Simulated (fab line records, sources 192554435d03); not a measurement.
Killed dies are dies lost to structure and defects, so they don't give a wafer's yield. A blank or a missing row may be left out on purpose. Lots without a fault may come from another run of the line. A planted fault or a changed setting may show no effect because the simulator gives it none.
Split-lot experiment | flow n5_finfet | 7 lots, 39 wafers read, on a route of 1938 steps

THE SPLIT
At N5_SD_EPI_P_ETCH_37 (etches SOC in N2/H2, overetch 108 nm, time 486 s), the setting source_w was moved away from the recipe's 3000 W on 9 of the 39 wafers read, by -10.3% to +13.6%. The other wafers ran this setting at the recipe's value.

The reading is taken at the split's own step.

THE READING
rf_vpp_V, in V, at N5_SD_EPI_P_ETCH_37 (etches SOC in N2/H2, overetch 108 nm, time 486 s). Fault-free wafers of this fab line usually give 240.9 V, standard deviation 1.3 V.

wafer  | tool, chamber at the split | source_w as run, W | against the recipe | rf_vpp_V, V | against lot-mates on the recipe
L075.2 | rie_diel-02, 1             | 3000               | recipe             | 240.4       | -
L075.4 | rie_diel-02, 0             | 3000               | recipe             | 241.2       | -
L075.6 | rie_diel-02, 2             | 3000               | recipe             | 239.9       | -
L076.1 | rie_diel-04, 3             | 3000               | recipe             | 241.4       | -
L076.2 | rie_diel-04, 0             | 3000               | recipe             | 239.2       | -
L076.3 | rie_diel-04, 2             | 3000               | recipe             | 241.8       | -
L076.4 | rie_diel-04, 1             | 3000               | recipe             | 237.5       | -
L076.5 | rie_diel-04, 2             | 3000               | recipe             | 242.3       | -
L076.6 | rie_diel-04, 3             | 3000               | recipe             | 241.8       | -
L084.1 | rie_diel-02, 3             | 3000               | recipe             | 243.5       | -
L084.2 | rie_diel-02, 2             | 3000               | recipe             | 238.9       | -
L084.3 | rie_diel-02, 0             | 3000               | recipe             | 241.2       | -
L084.4 | rie_diel-02, 1             | 3000               | recipe             | 241.9       | -
L084.5 | rie_diel-02, 3             | 3000               | recipe             | 242.0       | -
L084.6 | rie_diel-02, 0             | 3000               | recipe             | 241.0       | -
L090.1 | rie_diel-04, 1             | 3000               | recipe             | 239.6       | -
L090.2 | rie_diel-04, 3             | 2692               | -10.3%             | 251.0       | +10.3
L090.3 | rie_diel-04, 0             | 2692               | -10.3%             | 253.5       | +12.8
L090.4 | rie_diel-04, 2             | 2692               | -10.3%             | 250.6       | +9.9
L090.5 | rie_diel-04, 3             | 3000               | recipe             | 242.0       | -
L090.6 | rie_diel-04, 2             | 3000               | recipe             | 240.5       | -
L092.1 | rie_diel-02, 0             | 3000               | recipe             | 241.1       | -
L092.2 | rie_diel-02, 2             | 3000               | recipe             | 240.7       | -
L092.3 | rie_diel-02, 3             | 3000               | recipe             | 243.6       | -
L092.4 | rie_diel-02, 1             | 3000               | recipe             | 241.4       | -
L092.5 | rie_diel-02, 0             | 3000               | recipe             | 240.7       | -
L092.6 | rie_diel-02, 3             | 3000               | recipe             | 241.9       | -
L091.1 | rie_diel-05, 2             | 3409               | +13.6%             | 230.0       | -10.3
L091.2 | rie_diel-05, 0             | 3409               | +13.6%             | 230.5       | -9.8
L091.3 | rie_diel-05, 1             | 3000               | recipe             | 241.6       | -
L091.4 | rie_diel-05, 3             | 3000               | recipe             | 239.0       | -
L091.5 | rie_diel-05, 0             | 3409               | +13.6%             | 230.7       | -9.6
L091.6 | rie_diel-05, 3             | 3000               | recipe             | 240.2       | -
L093.1 | rie_diel-05, 1             | 3000               | recipe             | 240.5       | -
L093.2 | rie_diel-05, 2             | 3000               | recipe             | 240.1       | -
L093.3 | rie_diel-05, 0             | 3354               | +11.8%             | 232.4       | -8.0
L093.4 | rie_diel-05, 3             | 3354               | +11.8%             | 231.8       | -8.6
L093.5 | rie_diel-05, 2             | 3354               | +11.8%             | 231.2       | -9.2
L093.6 | rie_diel-05, 1             | 3000               | recipe             | 240.6       | -

THE FIT
A straight line over all 39 wafers: rf_vpp_V changes by -0.851 V for each +1% of source_w; r = -0.96; the points scatter about the line by 1.4 V.
The same after taking each lot's own level away (the mean of its wafers on the recipe; 39 wafers): -0.824 V for each +1%; r = -0.96; scatter 1.4 V.
On that fit, the largest move of source_w shifts the reading by 11 V.
The lots' own levels span 240.27 to 241.57 V, that is 1.0 times the standard deviation above.
So the lot-to-lot level changes the slope little: the two slopes agree.
Check: with one of the wafers moved furthest among these (+13.6%) left out of the fit, the line predicts -11 V for it against its lot-mates. It came out at -10.3 V against them.
Tool readings at the split's step, against how far the setting was moved: rf_vpp_V r = -0.96.

THE FILE'S OWN FIT
rf_vpp_V changes by -0.81 V for each +1% of source_w, r = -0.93.
